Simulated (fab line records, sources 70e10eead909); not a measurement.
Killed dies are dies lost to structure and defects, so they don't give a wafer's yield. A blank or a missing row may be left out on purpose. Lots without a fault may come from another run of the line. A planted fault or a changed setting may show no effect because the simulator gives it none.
Which tool did it? | flow nand_harc | 14 lots, 42 wafers sampled, at 1 step of a route of 1159

WHAT THE GAUGES READ, wafer by wafer
NHARC_A_ONON_D1_THK_MEAS_27: measures by ellipsometry.
lot  | measured     | on            | thk_nm (nm)
L188 | day 8 07:04  | film_metro-02 | 997 995 995
L186 | day 8 07:05  | film_metro-01 | 991 991 991
L187 | day 8 15:11  | film_metro-02 | 1004 1002 1003
L190 | day 8 15:23  | film_metro-02 | 1003 1001 1003
L189 | day 8 23:19  | film_metro-02 | 1005 1001 1003
L191 | day 8 23:19  | film_metro-02 | 1003 1004 1003
L192 | day 9 13:13  | film_metro-02 | 975 976 975
L193 | day 9 23:43  | film_metro-01 | 1001 1000 1001
L197 | day 11 04:48 | film_metro-02 | 997 996 996
L199 | day 11 05:01 | film_metro-02 | 1017 1019 1019
L200 | day 12 02:56 | film_metro-02 | 977 978 977
L203 | day 12 11:43 | film_metro-01 | 1005 1008 1004
L206 | day 12 22:31 | film_metro-02 | 998 998 997
L209 | day 13 10:46 | film_metro-02 | 995 994 996

WHICH TOOL RAN EACH LOT (tool, then ch and the chambers of the sampled wafers, then the start)
The record holds no process step before these readings.

WHAT THE TOOLS THEMSELVES READ (means of the sampled wafers that have a number; where no wafer has one, the mark that the record gives instead)
The record holds no such reading with a usual standard deviation.

THE ANSWER, worked out from the rows above alone
Rule: what is usual is taken from the lots themselves. Put in order of their means at a reading, lots are off if they are a third of the lots or fewer, leave a main group of 4 or more, and stand apart from it by a gap of 3 or more times the standard deviation of the main group's means; of several such gaps the widest counts. A main group whose means are all the same, to the digits that the tables above print for the reading, isn't used. A lot without any number at a reading at which 4 lots or more have one is off too. The other lots that the step has rows for count as sound. The gauges are gone through in route order, then the tools' own readings, and for those a lot's mean is taken as printed above. The first step at which some lot is off is used, and at that step the reading that is off furthest; a lot without a number counts as furthest.
No lot is off at any reading shown: from this, nothing can be told.

WHAT THE SIMULATOR HAD PUT IN
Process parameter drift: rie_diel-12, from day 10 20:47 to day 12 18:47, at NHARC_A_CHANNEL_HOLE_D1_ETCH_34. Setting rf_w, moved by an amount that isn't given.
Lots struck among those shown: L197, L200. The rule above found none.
